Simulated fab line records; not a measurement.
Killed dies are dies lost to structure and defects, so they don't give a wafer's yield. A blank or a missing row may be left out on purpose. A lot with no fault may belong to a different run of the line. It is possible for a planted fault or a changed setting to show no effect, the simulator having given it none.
Chamber matching ; flow n5_finfet ; N5_MOL_CONTACT_COAG_ETCHBACK_136 on rie_diel-02: 4 sister chambers
The step etches SiO2 in CHF3, target depth 25 nm, time 16.7 s. 8 wafers are shown with their chamber, then 9 later ones without.

WAFERS, EACH WITH ITS CHAMBER
wafer;chamber;drypump_motor_current_A (A);rf_vpp_V (V)
L076.4;3;6.1;522
L078.4;0;6.0;538
L078.6;3;6.1;523
L089.1;0;6.0;538
L089.2;1;5.6;514
L090.3;2;5.4;520
L090.5;1;5.5;515
L090.6;2;5.4;520

WAFERS WITHOUT THEIR CHAMBER
wafer;drypump_motor_current_A (A);rf_vpp_V (V)
L092.3;5.6;516
L092.4;6.1;520
L092.5;6.0;539
L094.1;5.4;521
L094.4;6.1;522
L094.5;5.5;513
L096.2;5.4;519
L096.3;5.6;515
L096.5;6.0;537

CHAMBER TAKEN BY EACH
wafer;from the rows above;in truth
L092.3;1;1
L092.4;3;3
L092.5;0;0
L094.1;2;2
L094.4;3;3
L094.5;1;1
L096.2;2;2
L096.3;1;1
L096.5;0;0
Placed correctly: 9 of 9. Can't be placed from these rows: 0. Number placed wrongly: 0.
How it was worked out, from the rows above alone: a wafer's distance from a chamber is the root of the sum, over the readings, of the square of ((its reading less the chamber's mean) divided by the reading's scatter). If the next closest chamber is less than 2 further off than the closest, the wafer can't be placed; otherwise it belongs to the closest. For every chamber, the mean is computed from those of its wafers that are shown. The scatter is the square root of a quotient: the sum, over the shown wafers, of each reading's squared deviation from its chamber's mean, divided by wafers minus chambers.
